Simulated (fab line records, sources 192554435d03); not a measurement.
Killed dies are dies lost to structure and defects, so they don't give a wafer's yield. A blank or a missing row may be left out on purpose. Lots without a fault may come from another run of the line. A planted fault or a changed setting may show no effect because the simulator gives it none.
Which tool did it? | flow n5_finfet | 24 lots, 72 wafers sampled, at 5 steps of a route of 1938

WHAT THE GAUGES READ, wafer by wafer
N5_BEOL_M4_OCD_MEAS_38. Usual: trench_depth_nm 55.6 nm, standard deviation 1.1.
lot  | measured     | on     | trench_depth_nm (nm) | flag
L074 | day 8 02:16  | ocd-02 | 56.6 57.3 55.2       |
L076 | day 8 05:58  | ocd-02 | 56.2 55.9 56.1       |
L075 | day 8 19:20  | ocd-01 | 54.7 55.3 56.6       |
L077 | day 8 23:57  | ocd-01 | 57.2 56.8 55.6       |
L078 | day 9 03:05  | ocd-02 | 55.6 53.3 55.8       |
L080 | day 9 08:44  | ocd-01 | 54.5 56.9 56.6       |
L079 | day 9 12:58  | ocd-02 | 55.6 57.0 55.0       |
L082 | day 9 16:26  | ocd-02 | 55.0 54.7 55.0       |
L081 | day 10 05:22 | ocd-02 | 56.1 56.8 57.5       |
L084 | day 10 05:34 | ocd-02 | 57.7 55.0 54.5       |
L083 | day 10 05:10 | ocd-02 | 56.7 56.0 56.6       |
L085 | day 10 23:08 | ocd-02 | 56.5 56.3 56.4       |
L087 | day 11 11:44 | ocd-02 | 54.8 55.9 55.6       |
L086 | day 11 11:56 | ocd-02 | 56.0 55.6 56.3       |
L088 | day 11 18:04 | ocd-02 | 55.7 55.7 55.9       |
L089 | day 11 19:13 | ocd-02 | 53.9 54.1 56.8       |
L090 | day 11 19:16 | ocd-02 | 55.1 54.0 54.8       |
L091 | day 12 04:14 | ocd-02 | 56.0 57.3 55.9       |
L092 | day 12 04:14 | ocd-02 | 56.2 54.6 55.9       |
L093 | day 12 23:44 | ocd-02 | 56.2 54.4 56.2       |
L095 | day 13 03:49 | ocd-02 | 55.0 55.6 53.2       |
L094 | day 13 05:24 | ocd-02 | 56.8 55.9 55.1       |
L096 | day 13 06:34 | ocd-02 | 55.1 55.7 53.5       |
L097 | day 13 22:50 | ocd-02 | 55.6 56.1 55.9       |

WHICH TOOL RAN EACH LOT (tool, then ch and the chambers of the sampled wafers, then the start)
lot  | N5_BEOL_M3_SPUTTER_79        | N5_BEOL_M3_ANNEAL_93         | N5_BEOL_M4_PECVD_72             | N5_BEOL_M4_ETCHBACK_99
L074 | pvd_sputter-03, day 7 13:44  | pvd_sputter-03, day 7 14:55  | pecvd-01 ch 1,2, day 7 16:38    | rie_diel-01 ch 0,3, day 8 01:52
L076 | pvd_sputter-03, day 7 23:18  | pvd_sputter-03, day 8 00:29  | pecvd-04 ch 0,2, day 8 02:04    | rie_diel-03 ch 1,2, day 8 05:34
L075 | pvd_sputter-02, day 8 07:53  | pvd_sputter-02, day 8 09:04  | pecvd-04 ch 0,1,2, day 8 10:40  | rie_diel-01 ch 0,3, day 8 18:57
L077 | pvd_sputter-01, day 8 10:51  | pvd_sputter-01, day 8 12:02  | pecvd-04 ch 0,2, day 8 13:37    | rie_diel-01 ch 0,1,2, day 8 23:33
L078 | pvd_sputter-02, day 8 13:31  | pvd_sputter-02, day 8 14:41  | pecvd-01 ch 0,1,2, day 8 16:25  | rie_diel-04 ch 0,1,3, day 9 02:41
L080 | pvd_sputter-03, day 9 01:21  | pvd_sputter-03, day 9 02:32  | pecvd-03 ch 0,1,2, day 9 04:07  | rie_diel-03 ch 0,1, day 9 08:20
L079 | pvd_sputter-02, day 9 04:35  | pvd_sputter-02, day 9 05:46  | pecvd-04 ch 0,1, day 9 07:46    | rie_diel-04 ch 0,1, day 9 12:35
L082 | pvd_sputter-01, day 9 09:24  | pvd_sputter-01, day 9 10:35  | pecvd-01 ch 0,1, day 9 12:22    | rie_diel-01 ch 2,3, day 9 16:02
L081 | pvd_sputter-03, day 9 17:52  | pvd_sputter-03, day 9 19:02  | pecvd-03 ch 0,2, day 9 20:38    | rie_diel-03 ch 1,2, day 10 04:58
L084 | pvd_sputter-01, day 9 20:41  | pvd_sputter-01, day 9 21:52  | pecvd-04 ch 1,2, day 9 23:32    | rie_diel-01 ch 1,3, day 10 05:10
L083 | pvd_sputter-03, day 9 20:56  | pvd_sputter-03, day 9 22:07  | pecvd-03 ch 0,1, day 9 23:47    | rie_diel-01 ch 0,1, day 10 04:46
L085 | pvd_sputter-01, day 10 12:28 | pvd_sputter-01, day 10 13:39 | pecvd-03 ch 0,2, day 10 15:13   | rie_diel-04 ch 1,2, day 10 22:44
L087 | pvd_sputter-03, day 11 00:38 | pvd_sputter-03, day 11 01:49 | pecvd-03 ch 0,1,2, day 11 03:25 | rie_diel-03 ch 0,1,2, day 11 11:20
L086 | pvd_sputter-01, day 11 02:05 | pvd_sputter-01, day 11 03:16 | pecvd-03 ch 0,1, day 11 04:53   | rie_diel-04 ch 1,2, day 11 11:32
L088 | pvd_sputter-01, day 11 06:11 | pvd_sputter-01, day 11 07:22 | pecvd-01 ch 0,1,2, day 11 09:01 | rie_diel-03 ch 1,2, day 11 17:40
L089 | pvd_sputter-02, day 11 08:39 | pvd_sputter-02, day 11 09:50 | pecvd-01 ch 1,2, day 11 11:24   | rie_diel-04 ch 2,3, day 11 18:49
L090 | pvd_sputter-03, day 11 08:47 | pvd_sputter-03, day 11 09:58 | pecvd-01 ch 0,1,2, day 11 11:52 | rie_diel-01 ch 2,3, day 11 18:52
L091 | pvd_sputter-03, day 11 17:22 | pvd_sputter-03, day 11 18:33 | pecvd-03 ch 0,1, day 11 20:18   | rie_diel-03 ch 1,2,3, day 12 03:50
L092 | pvd_sputter-01, day 11 20:32 | pvd_sputter-01, day 11 21:43 | pecvd-04 ch 0,1,2, day 11 23:26 | rie_diel-01 ch 1,2, day 12 03:50
L093 | pvd_sputter-02, day 12 14:44 | pvd_sputter-02, day 12 15:55 | pecvd-03 ch 0,2, day 12 17:48   | rie_diel-01 ch 0,1,2, day 12 23:20
L095 | pvd_sputter-03, day 12 19:24 | pvd_sputter-03, day 12 20:35 | pecvd-04 ch 0,1,2, day 12 22:09 | rie_diel-01 ch 0,1,3, day 13 03:25
L094 | pvd_sputter-03, day 12 21:14 | pvd_sputter-03, day 12 22:25 | pecvd-03 ch 0,1,2, day 13 00:05 | rie_diel-03 ch 1,2,3, day 13 05:01
L096 | pvd_sputter-03, day 13 00:27 | pvd_sputter-03, day 13 01:38 | pecvd-03 ch 0,2, day 13 03:13   | rie_diel-01 ch 1,2,3, day 13 06:10
L097 | pvd_sputter-03, day 13 15:08 | pvd_sputter-03, day 13 16:19 | pecvd-04 ch 0,1,2, day 13 17:53 | rie_diel-04 ch 0,1,2, day 13 22:26
- N5_BEOL_M3_SPUTTER_79: material Cu, target thk 4.5 nm, time 8.29 s.
- N5_BEOL_M3_ANNEAL_93: time 240 s.
- N5_BEOL_M4_PECVD_72: deposits SiO2 from TEOS/O2, target thk 16 nm, time 18 s.
- N5_BEOL_M4_ETCHBACK_99: etches SiO2 in CHF3, target depth 5 nm, time 10.4 s.

WHAT THE TOOLS THEMSELVES READ (means of the sampled wafers that have a number; where no wafer has one, the mark that the record gives instead)
N5_BEOL_M3_SPUTTER_79. Usual: substrate_temp_c -20.01 C, standard deviation 0.11; throttle_valve_pct 30.4 %, standard deviation 0.79.
lot  | tool           | substrate_temp_c (C) | throttle_valve_pct (%) | flag
L074 | pvd_sputter-03 | -20.02               | 30.4                   |
L076 | pvd_sputter-03 | -20.05               | 29.9                   |
L075 | pvd_sputter-02 | -19.97               | 30.2                   |
L077 | pvd_sputter-01 | -20.00               | 30.2                   |
L078 | pvd_sputter-02 | -20.09               | 30.9                   |
L080 | pvd_sputter-03 | -19.96               | 30.3                   |
L079 | pvd_sputter-02 | -20.11               | 30.3                   |
L082 | pvd_sputter-01 | -19.97               | 30.1                   |
L081 | pvd_sputter-03 | -19.98               | 30.3                   |
L084 | pvd_sputter-01 | -19.88               | 30.3                   |
L083 | pvd_sputter-03 | -20.02               | 30.3                   |
L085 | pvd_sputter-01 | -19.95               | 30.5                   |
L087 | pvd_sputter-03 | -20.03               | 30.4                   |
L086 | pvd_sputter-01 | -20.07               | 30.0                   |
L088 | pvd_sputter-01 | -19.89               | 30.3                   |
L089 | pvd_sputter-02 | -20.16               | 31.5                   |
L090 | pvd_sputter-03 | -20.08               | 30.3                   |
L091 | pvd_sputter-03 | -19.95               | 30.1                   |
L092 | pvd_sputter-01 | -19.95               | 30.5                   |
L093 | pvd_sputter-02 | -20.04               | 29.4                   |
L095 | pvd_sputter-03 | -20.08               | 30.2                   |
L094 | pvd_sputter-03 | -20.06               | 30.4                   |
L096 | pvd_sputter-03 | -19.99               | 30.4                   |
L097 | pvd_sputter-03 | -19.94               | 30.2                   |

N5_BEOL_M3_ANNEAL_93. Usual: heater_power_w 840 W, standard deviation 100.
lot  | tool           | heater_power_w (W) | flag
L074 | pvd_sputter-03 | 887                |
L076 | pvd_sputter-03 | 953                |
L075 | pvd_sputter-02 | 789                |
L077 | pvd_sputter-01 | 780                |
L078 | pvd_sputter-02 | 819                |
L080 | pvd_sputter-03 | 933                |
L079 | pvd_sputter-02 | 835                |
L082 | pvd_sputter-01 | 791                |
L081 | pvd_sputter-03 | 897                |
L084 | pvd_sputter-01 | 785                |
L083 | pvd_sputter-03 | 922                |
L085 | pvd_sputter-01 | 745                |
L087 | pvd_sputter-03 | 892                |
L086 | pvd_sputter-01 | 856                |
L088 | pvd_sputter-01 | 787                |
L089 | pvd_sputter-02 | 827                |
L090 | pvd_sputter-03 | 938                |
L091 | pvd_sputter-03 | 932                |
L092 | pvd_sputter-01 | 697                |
L093 | pvd_sputter-02 | 795                |
L095 | pvd_sputter-03 | 919                |
L094 | pvd_sputter-03 | 890                |
L096 | pvd_sputter-03 | 938                |
L097 | pvd_sputter-03 | 935                |

N5_BEOL_M4_PECVD_72. Usual: heater_power_w 670 W, standard deviation 91; showerhead_plenum_p_Torr 8.78 Torr, standard deviation 0.077; throttle_valve_pct 22.0 %, standard deviation 1.3.
lot  | tool     | heater_power_w (W) | showerhead_plenum_p_Torr (Torr) | throttle_valve_pct (%) | flag
L074 | pecvd-01 | 849                | 8.71                            | 22.8                   |
L076 | pecvd-04 | 689                | 8.70                            | 23.7                   |
L075 | pecvd-04 | 668                | 8.77                            | 22.9                   |
L077 | pecvd-04 | 633                | 8.71                            | 22.6                   |
L078 | pecvd-01 | 682                | 8.73                            | 22.5                   |
L080 | pecvd-03 | 630                | 8.83                            | 21.1                   |
L079 | pecvd-04 | 687                | 8.86                            | 23.1                   |
L082 | pecvd-01 | 654                | 8.73                            | 22.2                   |
L081 | pecvd-03 | 603                | 8.83                            | 21.4                   |
L084 | pecvd-04 | 657                | 8.84                            | 22.0                   |
L083 | pecvd-03 | 648                | 8.83                            | 20.8                   |
L085 | pecvd-03 | 626                | 8.83                            | 21.4                   |
L087 | pecvd-03 | 642                | 8.83                            | 20.9                   |
L086 | pecvd-03 | 702                | 8.85                            | 21.3                   |
L088 | pecvd-01 | 744                | 8.72                            | 21.9                   |
L089 | pecvd-01 | 760                | 8.70                            | 22.1                   |
L090 | pecvd-01 | 735                | 8.72                            | 21.7                   |
L091 | pecvd-03 | 646                | 8.84                            | 20.8                   |
L092 | pecvd-04 | 668                | 8.78                            | 23.2                   |
L093 | pecvd-03 | 716                | 8.85                            | 21.6                   |
L095 | pecvd-04 | 655                | 8.78                            | 23.1                   |
L094 | pecvd-03 | 615                | 8.83                            | 21.0                   |
L096 | pecvd-03 | 668                | 8.82                            | 21.4                   |
L097 | pecvd-04 | 667                | 8.78                            | 23.1                   |

N5_BEOL_M4_ETCHBACK_99. Usual: CHF3_flow_sccm 12.00 sccm, standard deviation 0.034; drypump_motor_current_A 5.6 A, standard deviation 0.37; oes_ar_750_au 0.80 a.u., standard deviation 0.086; oes_product_au 0.79 a.u., standard deviation 0.087; rf_vpp_V 237 V, standard deviation 5; showerhead_plenum_p_Torr 2.14 Torr, standard deviation 0.065; throttle_valve_pct 16.97 %, standard deviation 0.24.
lot  | tool        | CHF3_flow_sccm (sccm) | drypump_motor_current_A (A) | oes_ar_750_au (a.u.) | oes_product_au (a.u.) | rf_vpp_V (V) | showerhead_plenum_p_Torr (Torr) | throttle_valve_pct (%) | flag
L074 | rie_diel-01 | 12.02                 | 5.4                         | 0.72                 | 0.72                  | 240          | 2.17                            | 17.12                  |
L076 | rie_diel-03 | 12.01                 | 5.4                         | 0.92                 | 0.91                  | 238          | 2.18                            | 16.60                  |
L075 | rie_diel-01 | 11.97                 | 5.4                         | 0.71                 | 0.71                  | 239          | 2.17                            | 17.13                  |
L077 | rie_diel-01 | 12.02                 | 5.8                         | 0.83                 | 0.83                  | 237          | 2.12                            | 16.87                  |
L078 | rie_diel-04 | 11.98                 | 5.4                         | 0.78                 | 0.78                  | 238          | 2.09                            | 17.05                  |
L080 | rie_diel-03 | 11.96                 | 5.5                         | 0.86                 | 0.84                  | 229          | 2.18                            | 17.05                  |
L079 | rie_diel-04 | 12.01                 | 5.9                         | 0.76                 | 0.76                  | 241          | 2.10                            | 17.03                  |
L082 | rie_diel-01 | 11.99                 | 5.7                         | 0.85                 | 0.84                  | 236          | 2.17                            | 17.02                  |
L081 | rie_diel-03 | 11.98                 | 5.3                         | 0.89                 | 0.89                  | 232          | 2.18                            | 16.77                  |
L084 | rie_diel-01 | 11.99                 | 5.4                         | 0.74                 | 0.74                  | 237          | 2.22                            | 17.02                  |
L083 | rie_diel-01 | 11.99                 | 5.8                         | 0.79                 | 0.80                  | 239          | 2.13                            | 16.80                  |
L085 | rie_diel-04 | 12.03                 | 5.4                         | 0.84                 | 0.85                  | 241          | 2.08                            | 16.84                  |
L087 | rie_diel-03 | 12.02                 | 5.7                         | 0.82                 | 0.80                  | 234          | 2.16                            | 16.92                  |
L086 | rie_diel-04 | 11.95                 | 5.4                         | 0.83                 | 0.84                  | 240          | 2.08                            | 16.85                  |
L088 | rie_diel-03 | 12.03                 | 5.3                         | 0.87                 | 0.86                  | 233          | 2.18                            | 16.80                  |
L089 | rie_diel-04 | 12.01                 | 5.1                         | 0.75                 | 0.76                  | 235          | 2.06                            | 17.04                  |
L090 | rie_diel-01 | 12.00                 | 5.7                         | 0.82                 | 0.81                  | 236          | 2.16                            | 17.04                  |
L091 | rie_diel-03 | 11.97                 | 5.4                         | 0.91                 | 0.90                  | 235          | 2.15                            | 16.81                  |
L092 | rie_diel-01 | 11.94                 | 5.8                         | 0.83                 | 0.83                  | 235          | 2.17                            | 16.77                  |
L093 | rie_diel-01 | 11.98                 | 5.8                         | 0.80                 | 0.78                  | 238          | 2.11                            | 16.91                  |
L095 | rie_diel-01 | 12.02                 | 5.6                         | 0.73                 | 0.73                  | 239          | 2.15                            | 17.02                  |
L094 | rie_diel-03 | 12.01                 | 5.4                         | 0.89                 | 0.88                  | 236          | 2.14                            | 16.84                  |
L096 | rie_diel-01 | 12.01                 | 5.7                         | 0.79                 | 0.77                  | 235          | 2.18                            | 16.98                  |
L097 | rie_diel-04 | 12.00                 | 5.7                         | 0.84                 | 0.85                  | 240          | 2.08                            | 16.85                  |

THE ANSWER, worked out from the rows above alone
Rule: a lot is off if the mean of its wafers that have a number lies more than 3 standard deviations from the usual mean. A lot without any number at a reading at which 4 lots or more have one is off too. The other lots that the step has rows for count as sound. The gauges are gone through in route order, then the tools' own readings, and for those a lot's mean is taken as printed above. The first step at which some lot is off is used, and at that step the reading that is off furthest; a lot without a number counts as furthest.
No lot is off at any reading shown: from this, nothing can be told.

WHAT THE SIMULATOR HAD PUT IN
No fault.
